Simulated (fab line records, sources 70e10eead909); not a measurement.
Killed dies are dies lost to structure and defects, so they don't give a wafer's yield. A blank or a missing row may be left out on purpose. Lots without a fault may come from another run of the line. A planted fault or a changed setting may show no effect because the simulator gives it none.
A struck lot beside a sound one | flow nand_harc | 18 steps out of a route of 1302
Sound: wafers L109.1, L109.4, L109.6. Struck: wafers L127.1, L127.6. (L127.2 of the same lot was not struck and is left out.) The cause comes at the end.
At each step with rows: each side's tool, then ch and its chambers, then its first start. Under that, the readings that differ: sound wafers | struck wafers | difference of the means | sigmas: that difference in standard deviations of wafers without a fault.
alike: readings whose means differ by less than 2 such deviations, and words and numbers that are the same on both sides. not compared: withheld readings, readings that some wafer has no value for, bounds like >300 that may hide the same value, and numbers for which the record gives no deviation and whose values overlap.
The two part at a step that has a row with sigmas, a row that says differs or no value, or rows on one side only. Numbers that don't overlap but have no deviation are shown without sigmas and don't part them. A reading that every wafer of one side lacks parts them only if that side has two wafers or more.

NHARC_P_ZERO_WELL_CD_MEAS_37: target cd 720 nm.
  sound on cd_sem-02 ch 0, day 2 00:08; struck on cd_sem-02 ch 0, day 9 12:16
  alike: cd_nm
then, 1 step without rows for these wafers: NHARC_P_ZERO_WELL_HARDBAKE_38 (time 80 s).
NHARC_P_ZERO_WELL_DESCUM_39: chemistry O2, time 3 s.
  sound on rie_diel-10 ch 0,1,3, day 2 00:19; struck on rie_diel-11 ch 0,1, day 9 12:26
  alike: drypump_motor_current_A, oes_product_au, rf_vpp_V, showerhead_plenum_p_Torr, throttle_valve_pct
  not compared: rf_hours_counter_h
then, 9 steps without rows for these wafers: NHARC_P_ZERO_WELL_IMPLANT_40; NHARC_P_ZERO_WELL_IMPLANT_59; NHARC_P_ZERO_WELL_IMPLANT_60; NHARC_P_ZERO_WELL_STRIP_41 (strips in SPM, time 840 s); NHARC_P_ZERO_WELL_DEHYDRATE_44 (time 120 s); NHARC_P_ZERO_WELL_HMDS_45 (time 30 s); NHARC_P_ZERO_WELL_COAT_46; NHARC_P_ZERO_WELL_SOFTBAKE_47 (time 95 s); NHARC_P_ZERO_WELL_EBR_48.
NHARC_P_ZERO_WELL_EXPOSE_49: exposes mask P HVPW, target cd 2000 nm.
  sound on krf_scanner-02 ch 0, day 2 01:38; struck on krf_scanner-02 ch 0, day 9 13:38
  alike: mask
then, 2 steps without rows for these wafers: NHARC_P_ZERO_WELL_PEB_50 (peb time 85 s); NHARC_P_ZERO_WELL_DEVELOP_51 (time 70 s).
NHARC_P_ZERO_WELL_CD_MEAS_52: target cd 2000 nm.
  sound on cd_sem-01 ch 0, day 2 01:47; struck on cd_sem-02 ch 0
  reading    | sound                | struck        | difference | sigmas
  cd_nm (nm) | 2000.7 1999.0 2003.5 | 2046.6 2046.6 | +45.5      | +23
  not compared: hold
NHARC_P_ZERO_WELL_DESCUM_54: chemistry O2, time 3 s.
  sound on rie_diel-11 ch 1,3, day 2 01:58; struck on rie_diel-07 ch 3, day 9 17:41
  reading                      | sound          | struck    | difference | sigmas
  model.P_ZERO_WELL.cd_nm (nm) | 2001 1999 2003 | 2046 2046 | +45        |
  alike: drypump_motor_current_A, oes_product_au, rf_vpp_V, showerhead_plenum_p_Torr, throttle_valve_pct
  not compared: rf_hours_counter_h
then, 1 step without rows for these wafers: NHARC_P_ZERO_WELL_IMPLANT_55.

WHERE THEY PART
Only at NHARC_P_ZERO_WELL_CD_MEAS_52, within this record. Later steps at which nothing parts them and some readings are alike: NHARC_P_ZERO_WELL_DESCUM_54.

WHY: what the simulator had put in
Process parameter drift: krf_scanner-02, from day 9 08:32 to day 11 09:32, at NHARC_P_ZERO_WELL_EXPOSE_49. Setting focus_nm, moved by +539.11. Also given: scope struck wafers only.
